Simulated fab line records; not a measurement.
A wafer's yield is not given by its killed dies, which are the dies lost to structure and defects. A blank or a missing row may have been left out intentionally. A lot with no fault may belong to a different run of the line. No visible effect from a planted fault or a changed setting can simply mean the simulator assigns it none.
Matching of chambers :: flow nand harc :: rie diel-07 running NHARC_A_CHANNEL_FILL_D1_STRIP_28: 4 sister chambers
The step strips in O2, time 20 s. 14 wafers are shown with their chamber, then 7 later ones without.

WAFERS PAIRED WITH THEIR CHAMBERS
wafer: L076.1
chamber: 2
drypump motor current A (A): 5.7
oes product au (a.u.): 1.018
throttle valve pct (%): 17.031

wafer: L076.3
chamber: 3
drypump motor current A (A): 5.7
oes product au (a.u.): 0.983
throttle valve pct (%): 17.032

wafer: L076.6
chamber: 1
drypump motor current A (A): 5.0
oes product au (a.u.): 0.983
throttle valve pct (%): 17.049

wafer: L077.2
chamber: 3
drypump motor current A (A): 5.7
oes product au (a.u.): 0.976
throttle valve pct (%): 17.040

wafer: L077.4
chamber: 0
drypump motor current A (A): 6.5
oes product au (a.u.): 0.984
throttle valve pct (%): 17.026

wafer: L077.6
chamber: 1
drypump motor current A (A): 5.0
oes product au (a.u.): 0.986
throttle valve pct (%): 17.029

wafer: L079.1
chamber: 3
drypump motor current A (A): 5.6
oes product au (a.u.): 0.976
throttle valve pct (%): 17.020

wafer: L079.2
chamber: 2
drypump motor current A (A): 5.7
oes product au (a.u.): 1.001
throttle valve pct (%): 17.038

wafer: L079.6
chamber: 2
drypump motor current A (A): 5.7
oes product au (a.u.): 1.015
throttle valve pct (%): 17.049

wafer: L081.4
chamber: 3
drypump motor current A (A): 5.7
oes product au (a.u.): 0.975
throttle valve pct (%): 17.016

wafer: L081.5
chamber: 1
drypump motor current A (A): 5.0
oes product au (a.u.): 1.004
throttle valve pct (%): 17.039

wafer: L081.6
chamber: 2
drypump motor current A (A): 5.7
oes product au (a.u.): 1.023
throttle valve pct (%): 17.047

wafer: L082.2
chamber: 2
drypump motor current A (A): 5.7
oes product au (a.u.): 1.021
throttle valve pct (%): 17.024

wafer: L082.4
chamber: 1
drypump motor current A (A): 5.0
oes product au (a.u.): 1.013
throttle valve pct (%): 17.038

SIGNATURES (averages over the wafers above)
reading: drypump motor current A
chamber 0: 6.500
chamber 1: 5.000
chamber 2: 5.700
chamber 3: 5.675
scatter within a chamber: 0.0274

reading: oes product au
chamber 0: 0.98400
chamber 1: 0.99650
chamber 2: 1.01560
chamber 3: 0.97750
scatter within a chamber: 0.00982

reading: throttle valve pct
chamber 0: 17.02600
chamber 1: 17.03875
chamber 2: 17.03780
chamber 3: 17.02700
scatter within a chamber: 0.0101
Rule: for each reading, subtract the chamber's mean from the wafer's reading, divide by that reading's scatter and square the result; add these up over the readings and take the root, which gives the wafer's distance from the chamber. The wafer belongs to the nearest chamber; if the next one is less than 2 further off, it can't be placed. The scatter: the root of (the sum of the squares of (reading less its chamber's mean) over the shown wafers, divided by (wafers less chambers)).

WAFERS WITHOUT THEIR CHAMBER
wafer: L082.6
drypump motor current A (A): 5.7
oes product au (a.u.): 0.975
throttle valve pct (%): 17.044

wafer: L085.1
drypump motor current A (A): 5.0
oes product au (a.u.): 0.990
throttle valve pct (%): 17.058

wafer: L085.3
drypump motor current A (A): 6.5
oes product au (a.u.): 0.987
throttle valve pct (%): 17.037

wafer: L085.6
drypump motor current A (A): 5.7
oes product au (a.u.): 0.978
throttle valve pct (%): 17.042

wafer: L093.1
drypump motor current A (A): 5.6
oes product au (a.u.): 0.990
throttle valve pct (%): 17.033

wafer: L093.3
drypump motor current A (A): 5.7
oes product au (a.u.): 0.975
throttle valve pct (%): 17.036

wafer: L093.5
drypump motor current A (A): 6.5
oes product au (a.u.): 0.986
throttle valve pct (%): 17.031

WHICH CHAMBER EACH WENT THROUGH
wafer: L082.6
from the rows above: 3
in truth: 3

wafer: L085.1
from the rows above: 1
in truth: 1

wafer: L085.3
from the rows above: 0
in truth: 0

wafer: L085.6
from the rows above: 3
in truth: 3

wafer: L093.1
from the rows above: can't be placed: 3 or 2
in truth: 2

wafer: L093.3
from the rows above: 3
in truth: 3

wafer: L093.5
from the rows above: 0
in truth: 0
6 of 7 placed correctly. From these rows, 1 cannot be placed; in 1 the true chamber is one of the candidates. 0 placed wrongly.
